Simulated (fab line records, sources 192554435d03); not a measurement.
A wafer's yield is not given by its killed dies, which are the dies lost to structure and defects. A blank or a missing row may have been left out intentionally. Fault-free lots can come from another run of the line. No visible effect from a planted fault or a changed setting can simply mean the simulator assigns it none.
fab line records | flow n5-finfet
record lots=7 wafers=21 last-day=17
route steps=1938 shown BEOL_M11@1557 BEOL_M15@1830 PASSIVATION@1936
lots untouched by any fault: they come from a run of this same line in which no faults occurred
start-h: the number of hours between the record's first day and the start of the first shown wafer of the lot | wait-h: time in hours since the lot's previous step | " the same as in the row above | L1.1+2: one row covering several wafers at once | - no value present, or no start provided | * or withheld: withheld | < > ~ a bound
route shown NAME@n: names a module that has steps shown in the file, with the first one's number in the route | usual: mean and standard deviation over wafers with no fault | same: alike in all rows | chamber/n: place in a boat | sites: readings site by site | _std_site: standard deviation of those values | _edge_site: mean of outer sites minus mean of inner sites | radius-mm: how far each site lies from the wafer's centre | mask NAME#n: copy n | behind: tool/chamber where the wafer was last shaped | hold: why the lot went on hold/how many hours it stayed there/how the hold came to an end | device: the transistor (n, p or np) that didn't switch | end of line: tests run on the same wafers once the route is complete | for a step that has no rows: nothing shown but its recipe | killed: the dies lost at the first sort to structure and to defects; this is not the yield of the wafer | map: a wafer's dies, x killed, . not, _ none there
set.NAME: the setting the step ran with; set.NAME@STEP: the setting that earlier step ran with | model.NAME: the simulator's own value behind a step, which no gauge read
a sample of lots followed through the steps of the route, with each step as a table and each wafer as a row
services: when a tool's chamber went out of use (start-h, in hours from the record's first day, below 0 if earlier), for how many hours, and the reason
## steps
# step N5_BEOL_M11_HM_OPEN_17
# recipe chemistry=Cl2/BCl3 target-depth-a=200 overetch-a=60 target=TiN mask-material=SOC ion-energy-ev=150 pressure-mtorr=10 icp-w=1000 bias-w=126 Cl2_flow_sccm=53.25 bcl3-flow-sccm=21.75 Ar_flow_sccm=25
# usual drypump-motor-current-A=5.95/0.26 he-backside-leak-sccm=3.31/0.27 mfc-cl2-sccm=53.22/0.15 oes-product-au=0.65/0.08 throttle-valve-pct=22.19/0.17
# columns lot.wafer tool chamber start-h wait-h drypump-motor-current-A he-backside-leak-sccm mfc-cl2-sccm oes-product-au rf-hours-counter-h throttle-valve-pct
L767.4 rie-metal-03 0 232.23 0.1 6.24 3.42 53.13 0.75 - 22.22
L767.5 " 0 " " 6.25 3.34 53.17 0.74 - 22.23
L767.6 " 1 " " 6.01 3.29 53.03 0.60 - 21.95
L769.1 rie-metal-02 0 239.94 0.0 5.81 3.37 53.32 0.70 31 22.12
L769.2 " 1 " " 5.47 2.94 53.39 0.74 13 22.12
L769.4 " 0 " " 5.80 3.28 53.24 0.71 - 22.09
L777.2 rie-metal-02 0 301.16 0.0 5.78 3.36 53.05 0.70 36 22.10
L777.5 " 1 " " 5.49 3.00 53.24 0.73 - 22.15
L777.6 " 0 " " 5.79 3.12 53.10 0.70 - 22.11
L780.1 rie-metal-01 0 323.71 0.0 6.19 3.36 53.30 0.56 101 22.19
L780.3 " 0 " " 6.16 3.42 53.23 0.57 - 22.18
L780.4 " 0 " " 6.15 3.39 53.38 0.57 - 22.17
L783.2 rie-metal-01 0 330.06 0.1 6.16 3.38 53.10 0.57 - 22.18
L783.3 " 0 " " 6.16 3.18 53.22 0.57 - 22.16
L783.6 " 0 " " 6.15 3.38 53.36 0.57 - 22.14
L781.1 rie-metal-01 0 330.49 0.0 6.19 3.25 53.17 0.57 102 22.16
L781.4 " 0 " " 6.19 3.21 52.99 0.57 - 22.18
L781.5 " 0 " " 6.17 3.42 53.29 0.57 - 22.15
L787.2 rie-metal-03 0 360.97 0.0 6.24 3.42 53.27 0.71 25 22.25
L787.3 " 0 " " 6.22 3.52 53.34 0.72 - 22.23
L787.4 " 1 " " 6.05 3.22 53.00 0.58 - 21.99
# step N5_BEOL_M11_STRIP_19
# recipe chemistry=O2 power-w=400 temp-c=40 pressure-mtorr=30 rf-frequency-hz=6e+07 bias-power-w=0 overash-fraction=0.2 o2-flow-sccm=225
# usual drypump-motor-current-A=5.7/0.64 oes-product-au=0.82/0.089 rf-vpp-V=3.7/0.64 showerhead-plenum-p-Torr=2.08/0.06 throttle-valve-pct=16.64/0.29
# columns lot.wafer tool chamber start-h wait-h drypump-motor-current-A oes-product-au rf-hours-counter-h rf-vpp-V showerhead-plenum-p-Torr throttle-valve-pct
L767.4 rie-diel-01 0 232.31 0.1 4.8 0.87 60 4.3 2.11 16.43
L767.5 " 3 " " 6.4 0.86 - 4.7 2.04 16.53
L767.6 " 0 " " 4.7 0.88 - 2.9 2.11 16.43
L769.1 rie-diel-04 3 240.05 0.1 6.6 0.70 208 4.1 2.00 17.10
L769.2 " 1 " " 6.5 0.79 120 3.4 2.11 16.68
L769.4 " 0 " " 5.7 0.95 9 4.7 2.14 16.79
L777.2 rie-diel-01 1 301.27 0.1 5.2 0.68 244 4.2 2.06 17.09
L777.5 " 2 " " 6.1 0.89 - 3.6 2.02 16.18
L777.6 " 3 " " 6.4 0.83 - 4.0 2.03 16.57
L780.1 rie-diel-01 0 323.91 0.2 4.7 0.83 86 3.7 2.10 16.44
L780.3 " 1 " " 5.2 0.67 250 5.0 2.06 17.10
L780.4 " 3 " " 6.3 0.82 98 3.0 2.03 16.56
L783.2 rie-diel-03 0 330.29 0.2 5.0 0.80 119 3.1 2.11 16.33
L783.3 " 2 " " 5.5 0.91 20 4.1 2.25 16.55
L783.6 " 2 " " 5.5 0.92 - 3.3 2.25 16.54
L781.1 rie-diel-04 0 330.69 0.2 5.7 0.89 34 3.5 2.13 16.81
L781.4 " 3 " " 6.7 0.69 - 3.8 2.00 17.13
L781.5 " 2 " " 5.7 0.81 - 4.7 2.15 16.86
L787.2 rie-diel-01 0 361.08 0.1 4.7 0.83 97 2.5 2.10 16.50
L787.3 " 1 " " 5.2 0.99 - 4.5 2.06 16.63
L787.4 " 0 " " 4.7 0.84 - 4.0 2.10 16.51
# step N5_BEOL_M11_TRENCH_ETCH_37
# recipe chemistry=C4F6/O2 target-depth-a=1488.3 target=SiCOH_lowk time-s=48 ion-energy-ev=250 pressure-mtorr=30 source-w=345 bias-w=185 Ar_flow_sccm=300 C4F6_flow_sccm=10 O2_flow_sccm=10
# usual drypump-motor-current-A=5.8/0.6 oes_f_703_au=0.81/0.083 oes-product-au=0.82/0.087 rf-vpp-V=673/16 run-length-s=71.4/0.46 showerhead-plenum-p-Torr=2.84/0.089 throttle-valve-pct=20.96/0.28
# columns lot.wafer tool chamber start-h wait-h drypump-motor-current-A oes_f_703_au oes-product-au rf-hours-counter-h rf-vpp-V run-length-s showerhead-plenum-p-Torr throttle-valve-pct
L767.4 rie-diel-04 0 234.66 - 5.7 0.93 0.95 - 665 71.6 2.91 21.14
L767.5 " 2 " " 5.7 0.80 0.85 - 700 72.2 2.93 21.20
L767.6 " 3 " " 6.6 0.70 0.71 - 678 71.1 2.71 21.26
L769.1 rie-diel-04 2 241.50 - 5.7 0.80 0.84 42 700 72.3 2.93 21.22
L769.2 " 0 " " 5.7 0.93 0.94 9 666 71.5 2.91 21.16
L769.4 " 1 " " 6.5 0.74 0.76 120 682 70.8 2.88 21.08
L777.2 rie-diel-04 2 302.26 - 5.7 0.78 0.82 56 700 79.0 2.92 21.22
L777.5 " 3 " " 6.6 0.69 0.70 - 677 71.2 2.70 21.27
L777.6 " 0 " " 5.7 0.88 0.91 - 663 71.9 2.90 21.19
L780.1 rie-diel-04 2 334.25 - 5.7 0.77 0.82 66 700 79.0 2.92 21.25
L780.3 " 3 " " 6.6 0.68 0.70 235 677 78.6 2.70 21.29
L780.4 " 0 " " 5.7 0.88 0.89 - 664 71.4 2.89 21.19
L783.2 rie-diel-01 2 334.61 - 6.1 0.87 0.89 60 661 71.7 2.75 20.42
L783.3 " 3 " " 6.4 0.79 0.83 101 673 72.2 2.78 20.98
L783.6 " 2 " " 6.1 0.87 0.88 - 662 71.1 2.75 20.45
L781.1 rie-diel-03 3 335.51 - 6.2 0.97 1.01 2 685 71.3 2.93 20.69
L781.4 " 2 " " 5.5 0.87 0.89 21 694 70.1 3.04 20.84
L781.5 " 2 " " 5.5 0.87 0.89 - 691 70.7 3.04 20.83
L787.2 rie-diel-01 2 363.93 - 6.1 0.86 0.87 69 661 71.2 2.74 20.44
L787.3 " 0 " " 4.7 0.80 0.82 99 654 71.5 2.86 20.83
L787.4 " 1 " " 5.2 0.98 0.98 - 649 71.1 2.77 20.81
# step N5_BEOL_M11_OCD_MEAS_38
# usual trench-depth-nm=149.4/2.9
# columns lot.wafer tool chamber start-h wait-h trench-depth-nm
L767.4 ocd-01 - 234.83 - 152.2
L767.5 " - " " 148.5
L767.6 " - " " 145.6
L769.1 ocd-01 - 241.69 - 147.7
L769.2 " - " " 153.5
L769.4 " - " " 145.6
L777.2 ocd-01 - 302.44 - 169.7
L777.5 " - " " 146.9
L777.6 " - " " 152.7
L780.1 ocd-01 - 334.44 - 170.9
L780.3 " - " " 170.8
L780.4 " - " " 154.3
L783.2 ocd-02 - 334.80 - 155.3
L783.3 " - " " 151.1
L783.6 " - " " 154.6
L781.1 ocd-02 - 335.69 - 150.1
L781.4 " - " " 145.7
L781.5 " - " " 144.4
L787.2 ocd-02 - 364.11 - 152.1
L787.3 " - " " 149.2
L787.4 " - " " 150.5
# step N5_BEOL_M11_ALD_74
# recipe material=TaN target-thk-a=20 temp-c=275 ald-precursor-family=PDMAT ald-co-reactant=NH3 pressure-torr=3 carrier-flow-sccm=1500 pulse-time-s=2 purge-time-s=3 co-reactant-purge-time-s=2 co-reactant-pulse-time-s=3 ald-cycles=40 precursor-vessel-temp-c=75 precursor-vessel-pressure-torr=26.25 precursor-vessel-carrier-sccm=1000
# usual heater-power-w=407/27 mfc-carrier-sccm=1500/4.2
# columns lot.wafer tool chamber start-h wait-h heater-power-w mfc-carrier-sccm
L767.4 ald-metal-02 1 235.78 0.0 438 1501
L767.5 " 3 " " 361 1494
L767.6 " 0 " " 408 1500
L769.1 ald-metal-04 3 242.87 0.3 378 1496
L769.2 " 0 " " 418 1493
L769.4 " 2 " " 384 1495
L777.2 ald-metal-02 2 304.26 0.1 406 1497
L777.5 " 0 " " 416 1498
L777.6 " 1 " " 425 1504
L780.1 ald-metal-03 3 335.15 0.0 395 1496
L780.3 " 0 " " 443 1503
L780.4 " 1 " " 405 1501
L783.2 ald-metal-04 2 335.42 0.0 374 1502
L783.3 " 0 " " 417 1506
L783.6 " 3 " " 376 1503
L781.1 ald-metal-02 3 338.33 0.0 354 1502
L781.4 " 1 " " 425 1497
L781.5 " 2 " " 407 1503
L787.2 ald-metal-03 0 366.33 0.0 443 1498
L787.3 " 2 " " 420 1501
L787.4 " 3 " " 401 1496
# step N5_BEOL_M11_THK_MEAS_53
# recipe thk-meas-gauge=xrf reads=Cu_of_BEOL_M11_ECD_50
# usual M11_THK=140/3.1
# columns lot.wafer tool chamber start-h wait-h M11_THK[nm]
L767.4 film-metro-01 - 238.67 - 139
L767.5 " - " " 136
L767.6 " - " " 133
L769.1 film-metro-02 - 246.12 - 138
L769.2 " - " " 145
L769.4 " - " " 136
L777.2 film-metro-02 - 306.99 - 161
L777.5 " - " " 134
L777.6 " - " " 140
L780.1 film-metro-02 - 336.65 - 160
L780.3 " - " " 160
L780.4 " - " " 145
L783.2 film-metro-02 - 336.80 - 146
L783.3 " - " " 143
L783.6 " - " " 145
L781.1 film-metro-02 - 339.71 - 142
L781.4 " - " " 137
L781.5 " - " " 135
L787.2 film-metro-02 - 367.86 - 141
L787.3 " - " " 138
L787.4 " - " " 138
# step N5_BEOL_M11_RS_MEAS_57
# recipe thk-meas-gauge=four-point-probe reads=Cu_of_BEOL_M11_ECD_50+Co_of_BEOL_M11_CVD_75+TaN_of_BEOL_M11_ALD_74
# usual M11_RS=0.151/0.0034
# columns lot.wafer tool chamber start-h wait-h M11_RS[ohm/sq]
L767.4 film-metro-01 - 238.80 0.0 0.148
L767.5 " - " " 0.152
L767.6 " - " " 0.156
L769.1 film-metro-01 - 246.25 0.0 0.152
L769.2 " - " " 0.144
L769.4 " - " " 0.154
L777.2 film-metro-01 - 307.12 0.0 0.129
L777.5 " - " " 0.157
L777.6 " - " " 0.148
L780.1 film-metro-01 - 336.78 0.0 0.129
L780.3 " - " " 0.130
L780.4 " - " " 0.145
L783.2 film-metro-02 - 336.93 0.0 0.145
L783.3 " - " " 0.149
L783.6 " - " " 0.145
L781.1 film-metro-02 - 339.83 0.0 0.151
L781.4 " - " " 0.155
L781.5 " - " " 0.158
L787.2 film-metro-01 - 367.98 0.0 0.148
L787.3 " - " " 0.151
L787.4 " - " " 0.151
# step N5_BEOL_M15_RC_MEAS_101
# usual COMB_M10=1.4e-11/3e-12 COMB_M11=1.4e-11/3.1e-12 COMB_M12=6.1e-12/1.4e-12 COMB_M13=4.8e-12/1.1e-12 COMB_M14=3.6e-12/8.3e-13 COMB_M14_max_site=5.2e-12/1.3e-12 COMB_M15=2.3e-12/5.8e-13 COMB_M5=3.6e-11/7.6e-12 COMB_M6=2.5e-11/4.9e-12 COMB_M7=2.6e-11/5.6e-12 COMB_M8=2.5e-11/5.1e-12 COMB_M9=1.5e-11/3.1e-12 SERP_M10=3.07/0.097 SERP_M11=3.06/0.092 SERP_M11_max_site=3.16/0.091 SERP_M12=0.643/0.015 SERP_M13=0.309/0.0064 SERP_M14=0.160/0.0051 SERP_M5=39.4/1.6 SERP_M6=14.1/0.54 SERP_M7=13.8/0.56 SERP_M8=14.0/0.61 SERP_M8_max_site=14.6/0.67 SERP_M9=3.09/0.093
# columns lot.wafer tool chamber start-h wait-h COMB_M10[S/m] COMB_M11[S/m] COMB_M12[S/m] COMB_M13[S/m] COMB_M14[S/m] COMB_M14_max_site[S/m] COMB_M15[S/m] COMB_M5[S/m] COMB_M6[S/m] COMB_M7[S/m] COMB_M8[S/m] COMB_M9[S/m] SERP_M10[ohm/um] SERP_M11[ohm/um] SERP_M11_max_site[ohm/um] SERP_M12[ohm/um] SERP_M13[ohm/um] SERP_M14[ohm/um] SERP_M5[ohm/um] SERP_M6[ohm/um] SERP_M7[ohm/um] SERP_M8[ohm/um] SERP_M8_max_site[ohm/um] SERP_M9[ohm/um]
L767.4 prober-01 0 261.06 0.5 2e-11 1.3e-11 6.9e-12 5.9e-12 3.6e-12 4.7e-12 2.7e-12 4.6e-11 2.2e-11 2.6e-11 1.9e-11 1.4e-11 3.11 2.96 3.01 0.636 0.315 0.159 37.8 14.8 13.3 14.6 15.6 3.02
L767.5 " 0 " " 1.5e-11 1.6e-11 5.7e-12 4.5e-12 2.8e-12 3.7e-12 2.6e-12 3.4e-11 2.4e-11 1.5e-11 2.8e-11 1.5e-11 2.96 3.00 3.06 0.634 0.311 0.158 38.9 14.4 14.2 14.2 14.8 3.22
L767.6 " 0 " " 1.5e-11 1.7e-11 7.3e-12 6.1e-12 3.4e-12 6e-12 2.6e-12 2.8e-11 2.2e-11 1.9e-11 2.9e-11 1.3e-11 3.06 3.14 3.24 0.647 0.314 0.166 38.3 13.7 13.8 13.4 13.7 3.02
L769.1 prober-02 0 268.07 0.0 1.7e-11 1.3e-11 7.2e-12 5.2e-12 3e-12 3.9e-12 2e-12 2.4e-11 2.3e-11 2.2e-11 1.9e-11 1.7e-11 3.04 3.01 3.10 0.628 0.305 0.155 42.6 14.1 12.8 14.0 14.3 3.29
L769.2 " 0 " " 1.4e-11 1e-11 1.06e-11 3.8e-12 2.9e-12 4.4e-12 1.8e-12 3.2e-11 2.3e-11 2.6e-11 2e-11 1.7e-11 3.25 2.97 3.03 0.629 0.316 0.157 35.4 13.9 13.7 13.4 13.9 3.11
L769.4 " 0 " " 1.2e-11 1.3e-11 4.9e-12 5.9e-12 4.5e-12 5.7e-12 1.4e-12 2.4e-11 1.4e-11 2.5e-11 1.8e-11 1.7e-11 3.01 3.19 3.25 0.637 0.318 0.158 41.7 13.3 14.4 13.2 13.8 3.27
L777.2 prober-02 0 332.33 0.2 1.8e-11 1.4e-11 4.1e-12 4.6e-12 3.8e-12 4.2e-12 1.9e-12 3.6e-11 2.8e-11 2.8e-11 2.4e-11 8e-12 3.16 2.56 2.78 0.657 0.309 0.157 38.7 13.7 12.8 14.9 15.9 3.02
L777.5 " 0 " " 1.7e-11 1.2e-11 4.5e-12 4.1e-12 4e-12 5e-12 2.1e-12 3.3e-11 2.5e-11 2.6e-11 2e-11 1.5e-11 3.03 3.29 3.37 0.652 0.310 0.160 39.9 13.6 12.8 14.7 15.1 2.91
L777.6 " 0 " " 1.3e-11 1.4e-11 6.7e-12 4.3e-12 4.3e-12 5.5e-12 1.5e-12 4.6e-11 2.8e-11 2.5e-11 1.7e-11 1.2e-11 3.02 3.02 3.05 0.660 0.303 0.160 39.1 13.8 13.4 14.2 14.3 3.16
L780.1 prober-01 0 362.07 0.0 1.5e-11 1.8e-11 6.1e-12 4.4e-12 3.6e-12 5.4e-12 2.9e-12 3e-11 3.1e-11 2.6e-11 2e-11 1.2e-11 3.04 2.70 2.74 0.640 0.304 0.154 40.2 14.0 14.5 14.5 15.0 2.93
L780.3 " 0 " " 2.5e-11 1.7e-11 7.1e-12 3.7e-12 4.5e-12 5.8e-12 2.1e-12 3.4e-11 1.8e-11 3.1e-11 2.3e-11 1.5e-11 2.96 2.68 2.74 0.659 0.313 0.171 39.2 14.3 14.3 13.5 14.3 3.14
L780.4 " 0 " " 2.3e-11 1e-11 5.8e-12 5.1e-12 3.7e-12 5.9e-12 2.5e-12 3.3e-11 2.6e-11 3.9e-11 1.6e-11 1e-11 2.97 2.98 3.06 0.649 0.303 0.161 38.5 13.7 13.5 14.0 14.4 3.16
L783.2 prober-01 0 368.57 0.2 1.2e-11 1.6e-11 6.8e-12 4.3e-12 4.3e-12 5e-12 2.4e-12 4.3e-11 2.4e-11 2e-11 2.8e-11 1.9e-11 3.00 2.93 3.01 0.621 0.311 0.168 38.8 14.9 13.3 13.6 13.7 3.12
L783.3 " 0 " " 1e-11 1.1e-11 1.05e-11 5.5e-12 3.7e-12 5e-12 2.2e-12 3.5e-11 2e-11 2.4e-11 2.2e-11 1.9e-11 2.93 3.09 3.13 0.656 0.315 0.151 39.1 13.8 14.7 13.2 13.6 3.11
L783.6 " 0 " " 1.3e-11 2.2e-11 7.5e-12 4.2e-12 4e-12 8e-12 2.4e-12 2.8e-11 2.4e-11 3e-11 3.4e-11 1.4e-11 3.10 2.93 3.01 0.648 0.310 0.162 40.5 15.2 13.9 13.0 13.5 3.13
L781.1 prober-02 0 370.66 0.0 1.5e-11 1.7e-11 4.6e-12 3.9e-12 3.5e-12 5e-12 2.6e-12 2.8e-11 2.7e-11 2.7e-11 2.8e-11 1.1e-11 3.14 3.04 3.10 0.642 0.314 0.154 39.1 12.8 14.3 14.2 14.7 3.09
L781.4 " 0 " " 1.7e-11 1.6e-11 6.4e-12 4e-12 3.7e-12 3.9e-12 2.1e-12 2.9e-11 2.7e-11 2.4e-11 3.3e-11 1.3e-11 3.10 3.18 3.25 0.615 0.319 0.159 37.2 13.7 13.5 15.1 15.6 3.15
L781.5 " 0 " " 1.1e-11 2.2e-11 4.5e-12 2.9e-12 5.5e-12 9.2e-12 1.6e-12 3.3e-11 3e-11 2.5e-11 2.7e-11 1.1e-11 3.16 3.27 3.36 0.619 0.311 0.156 37.6 13.8 14.0 14.3 15.1 3.06
L787.2 prober-02 0 394.14 0.2 1.2e-11 1.5e-11 5.5e-12 3.4e-12 3.2e-12 4.6e-12 1.2e-12 3.2e-11 3.4e-11 2.3e-11 3.1e-11 1.6e-11 3.22 2.96 3.07 0.612 0.303 0.172 38.8 14.2 14.2 14.8 15.6 3.25
L787.3 " 0 " " 1.6e-11 1.4e-11 5.5e-12 4e-12 2.6e-12 3.2e-12 2.7e-12 5.1e-11 2.9e-11 2.9e-11 2.9e-11 2.1e-11 3.07 3.04 3.20 0.642 0.313 0.162 38.1 13.1 13.9 13.8 14.7 3.02
L787.4 " 0 " " 1e-11 1.4e-11 6.8e-12 3e-12 3.2e-12 4.1e-12 2.1e-12 3.1e-11 3.1e-11 2.9e-11 3.1e-11 1.9e-11 2.96 3.07 3.12 0.645 0.302 0.157 40.6 14.0 14.7 13.9 14.4 3.22
# sites SERP_M11 radius-mm=0,75,75,75,75,140,140,140,140
L767.4 3.01 2.97 2.99 2.96 2.97 2.83 2.88 2.86 2.86
L769.1 2.92 2.95 3.01 2.98 3.03 3.00 3.10 3.08 3.03
L777.2 2.48 2.56 2.54 2.56 2.53 2.72 2.78 2.74 2.77
L780.1 2.72 2.70 2.70 2.73 2.70 2.68 2.69 2.69 2.74
L783.2 2.85 3.00 2.86 2.88 2.95 3.01 2.86 2.93 2.96
L781.1 3.02 3.08 3.05 3.04 3.04 3.10 3.04 3.04 3.04
L787.2 2.93 3.01 2.95 2.97 2.96 3.07 2.96 2.95 3.05
# step N5_PASSIVATION_PROBE_49
# usual defect-limited-yield=90.9/1.5 killed_at_M0_to_M3=36/10 killed_at_M4_up=13/5.5 killed-at-contacts=12/5.6 killed-at-front-end=42/12 killed-at-other=4/3.2 killed-dies=108/18 killed-open=71/13 killed-short=34/7.8 sort_bin_5_function=5.4/1 sort_bin_6_memory=3.4/0.68 sort-n-pass=1072/18 sort-yield-pct=90.9/1.5
# same gross-dies=1180 killed-at-back-side=0 sort_bin_4_leakage[%]=0 sort_bin_8_speed[%]=0
# columns lot.wafer tool chamber start-h wait-h defect-limited-yield[%] killed_at_M0_to_M3 killed_at_M4_up killed-at-contacts killed-at-front-end killed-at-other killed-dies killed-open killed-short sort_bin_5_function[%] sort_bin_6_memory[%] sort-n-pass sort-yield-pct[%]
L777.2 prober-01 - 347.96 0.1 91.9 28 17 12 30 8 95 60 35 4.9 3.0 1085 91.9
L777.5 prober-01 - 348.11 0.2 91.4 29 14 20 32 6 101 70 26 5.3 2.9 1079 91.4
L777.6 prober-01 - 348.16 0.3 92.0 33 8 16 37 0 94 63 31 5.2 2.5 1086 92.0
L780.1 prober-01 - 376.66 0.0 90.6 33 5 8 61 4 111 70 36 5.1 3.6 1069 90.6
L780.3 prober-01 - 376.76 0.1 89.7 26 4 18 70 4 122 92 29 6.4 3.7 1058 89.7
L780.4 prober-01 - 376.81 0.2 87.7 33 7 12 89 4 145 95 49 7.9 4.0 1035 87.7
# killed by level:class
L777.2 BEOL_M4:geometric-particle:open=13 BEOL_M0_SAQP:geometric-particle:short=11 MOL_CONTACT_COAG:geometric-particle:open=10 STI_FIN_REVEAL:geometric-particle:open=8 DUMMY_GATE:geometric-particle:open=7 BEOL_M0_SAQP:geometric-particle:open=6 FIN_SAQP:geometric-particle:short=5 BEOL_M1:geometric-particle:open=4
L777.5 MOL_CONTACT_COAG:geometric-particle:open=13 STI_FIN_REVEAL:geometric-particle:open=10 BEOL_M1:geometric-particle:open=10 DUMMY_GATE:geometric-particle:open=7 MOL_CONTACT_COAG:geometric-particle:short=7 BEOL_M3:geometric-particle:open=5 BEOL_M0_SAQP:geometric-particle:open=4 BEOL_M0_SAQP:geometric-particle:short=4
L777.6 MOL_CONTACT_COAG:geometric-particle:open=15 BEOL_M0_SAQP:geometric-particle:short=9 STI_FIN_REVEAL:geometric-particle:open=8 BEOL_M0_SAQP:geometric-particle:open=8 DUMMY_GATE:geometric-particle:short=6 BEOL_M1:geometric-particle:open=6 DUMMY_GATE:geometric-particle:open=5 BEOL_M3:geometric-particle:open=5
L780.1 FIN_SAQP:geometric-particle:open=19 STI_FIN_REVEAL:geometric-particle:open=15 BEOL_M0_SAQP:geometric-particle:short=12 MOL_CONTACT_COAG:geometric-particle:open=8 FIN_SAQP:geometric-particle:short=7 BEOL_M0_SAQP:geometric-particle:open=7 HKMG_FIN:area-etch=5 BEOL_M1:geometric-particle:open=4
L780.3 FIN_SAQP:geometric-particle:open=33 MOL_CONTACT_COAG:geometric-particle:open=16 FIN_SAQP:geometric-particle:short=12 STI_FIN_REVEAL:geometric-particle:open=7 BEOL_M0_SAQP:geometric-particle:short=6 GATE_CUT:geometric-particle:open=5 BEOL_M1:geometric-particle:open=5 BEOL_M3:geometric-particle:open=5
L780.4 FIN_SAQP:geometric-particle:open=23 STI_FIN_REVEAL:geometric-particle:open=20 FIN_SAQP:geometric-particle:short=17 BEOL_M3:geometric-particle:open=10 MOL_CONTACT_COAG:geometric-particle:open=9 BEOL_M0_SAQP:geometric-particle:open=6 STI_FIN_REVEAL:geometric-particle:short=5 BEOL_M0_SAQP:geometric-particle:short=5
## services
# columns tool chamber start-h hours kind
ald-metal-04 - 218.32 1.2 pm
rie-diel-04 1 221.30 13.8 repair
ald-metal-03 - 227.70 28.1 pm
ald-metal-02 - 229.87 1.3 repair
rie-metal-01 0 230.40 9.5 repair
rie-metal-01 - 231.09 1.8 repair
ald-metal-02 1 236.96 4.1 repair
rie-diel-01 1 240.27 4.0 repair
ald-metal-03 0 269.45 8.5 repair
ald-metal-04 1 271.72 1.9 repair
rie-diel-04 2 273.35 7.5 repair
ald-metal-03 3 297.82 3.1 repair
rie-metal-01 1 310.25 - clean
ald-metal-03 1 310.68 4.1 repair
ald-metal-02 - 316.05 14.6 pm
rie-diel-01 1 324.46 - clean
rie-diel-01 1 324.46 - consumable-replace:focus-ring
rie-diel-01 1 324.46 33.2 scheduled-down
rie-diel-01 1 324.46 33.2 vent-cycle
rie-metal-01 1 328.92 3.0 repair
rie-diel-04 1 328.93 6.7 repair
ald-metal-04 - 345.51 3.0 repair
rie-diel-01 3 357.36 12.1 repair
rie-diel-01 2 358.45 3.4 repair
## key
first-sign step=N5_BEOL_M11_TRENCH_ETCH_37 reading=run-length-s direction=up sigmas=16 usual=* struck=*
effect step=N5_BEOL_M11_OCD_MEAS_38 reading=trench-depth-nm direction=up sigmas=7.3 usual=149.4 struck=170.5
effect step=N5_BEOL_M11_THK_MEAS_53 reading=M11_THK direction=up sigmas=6.7 usual=140 struck=160
effect step=N5_BEOL_M11_RS_MEAS_57 reading=M11_RS direction=down sigmas=6.2 usual=0.151 struck=0.129
effect step=N5_BEOL_M15_RC_MEAS_101 reading=SERP_M11 direction=down sigmas=4.5 usual=3.06 struck=2.65
met-at N5_BEOL_M11_TRENCH_ETCH_37
struck-lots L777,L780
struck-wafers L777.2,L780.1,L780.3
not-acting-at N5_BEOL_M11_HM_OPEN_17,N5_BEOL_M11_STRIP_19,N5_BEOL_M11_ALD_74
onset-between 241.50 302.26
fault kind=process-parameter-drift tool=rie-diel-04 chamber=- onset-h=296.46 steps=N5_BEOL_M11_TRENCH_ETCH_37 channel=time-s offset=* shape=step end-h=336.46 scope=struck-wafers-only acts-in=* stated=*
